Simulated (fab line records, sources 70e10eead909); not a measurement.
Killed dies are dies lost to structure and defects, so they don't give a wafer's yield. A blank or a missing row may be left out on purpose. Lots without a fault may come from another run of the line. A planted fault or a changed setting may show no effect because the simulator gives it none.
A struck lot beside a sound one | flow nand_harc | 14 steps out of a route of 1302
Sound: wafers L649.1, L649.3, L649.6. Struck: wafers L646.2, L646.4, L646.6. The cause comes at the end.
At each step with rows: each side's tool, then ch and its chambers, then its first start. Under that, the readings that differ: sound wafers | struck wafers | difference of the means | sigmas: that difference in standard deviations of wafers without a fault.
alike: readings whose means differ by less than 2 such deviations, and words and numbers that are the same on both sides. not compared: withheld readings, readings that some wafer has no value for, bounds like >300 that may hide the same value, and numbers for which the record gives no deviation and whose values overlap.
The two part at a step that has a row with sigmas, a row that says differs or no value, or rows on one side only. Numbers that don't overlap but have no deviation are shown without sigmas and don't part them. A reading that every wafer of one side lacks parts them only if that side has two wafers or more.

NHARC_A_CHANNEL_HOLE_D1_ETCH_44: etches the open film in CF4/O2, target depth 140 nm, overetch 14 nm, time 77 s.
  sound on rie_diel-11 ch 0,3, day 15 15:25; struck on rie_diel-11 ch 0,1,2, day 14 10:19
  alike: cf4_flow_sccm, drypump_motor_current_A, oes_product_au, rf_vpp_V, showerhead_plenum_p_Torr, throttle_valve_pct
  not compared: rf_hours_counter_h
NHARC_A_CHANNEL_HOLE_D1_STRIP_27: strips in O2.
  sound on rie_diel-11 ch 0,1; struck on rie_diel-11 ch 1,2
  alike: drypump_motor_current_A, oes_product_au, rf_vpp_V, showerhead_plenum_p_Torr, throttle_valve_pct
  not compared: rf_hours_counter_h
then, 2 steps without rows for these wafers: NHARC_A_CHANNEL_HOLE_D1_PRECLEAN_28 (cleans in SC1); NHARC_A_CHANNEL_HOLE_D1_SRD_29.
NHARC_A_CHANNEL_HOLE_D1_CD_MEAS_30:
  sound on cd_sem-03, day 15 16:13; struck on cd_sem-01, day 14 11:05
  alike: cd_nm
then, 1 step without rows for these wafers: NHARC_A_CHANNEL_HOLE_D1_XSEM_31.
NHARC_A_CHANNEL_HOLE_D1_INSPECT_40:
  sound on defect_inspect-02, day 15 16:24; struck on defect_inspect-01, day 14 11:16
  alike: raw_defect_count
then, 2 steps without rows for these wafers: NHARC_A_CHANNEL_FILL_D1_PRECLEAN_00 (cleans in SC1); NHARC_A_CHANNEL_FILL_D1_SRD_01.
NHARC_A_CHANNEL_FILL_D1_ALD_02: deposits SiO2, target thk 6 nm, pulse time 10 s, ald cycles 60.
  sound on ald_hk-01 ch 0,1,3, day 15 16:47; struck on ald_hk-02 ch 1,2,3, day 14 11:28
  alike: ald_cycles, heater_power_outer_w, heater_power_w, precursor_pulse_height_rel
NHARC_A_CHANNEL_FILL_D1_ALD_03: deposits SiNx, target thk 6 nm, pulse time 60 s, ald cycles 58.
  sound on ald_sin_batch-03 ch 0; struck on ald_sin_batch-01 ch 0
  alike: ald_cycles, precursor_pulse_height_rel
NHARC_A_CHANNEL_FILL_D1_ALD_14: deposits SiO2, target thk 2.5 nm, pulse time 10 s, ald cycles 25.
  sound on ald_hk-01 ch 0,1,2, day 15 22:10; struck on ald_hk-04 ch 0,2, day 14 18:35
  alike: ald_cycles, heater_power_outer_w, heater_power_w, precursor_pulse_height_rel
NHARC_A_CHANNEL_FILL_D1_ALD_15: deposits SiNx, target thk 2 nm, pulse time 60 s, ald cycles 19.
  sound on ald_sin_batch-02 ch 0, day 16 01:16; struck on ald_sin_batch-03 ch 0, day 14 21:40
  reading    | sound    | struck   | difference | sigmas
  ald_cycles | 19 19 19 | 22 22 22 | +3         |
  alike: precursor_pulse_height_rel
then, 1 step without rows for these wafers: NHARC_A_CHANNEL_FILL_D1_ALD_16 (deposits SiO2, target thk 1.5 nm, pulse time 10 s, ald cycles 15).

WHERE THEY PART
Nowhere in this record.

WHY: what the simulator had put in
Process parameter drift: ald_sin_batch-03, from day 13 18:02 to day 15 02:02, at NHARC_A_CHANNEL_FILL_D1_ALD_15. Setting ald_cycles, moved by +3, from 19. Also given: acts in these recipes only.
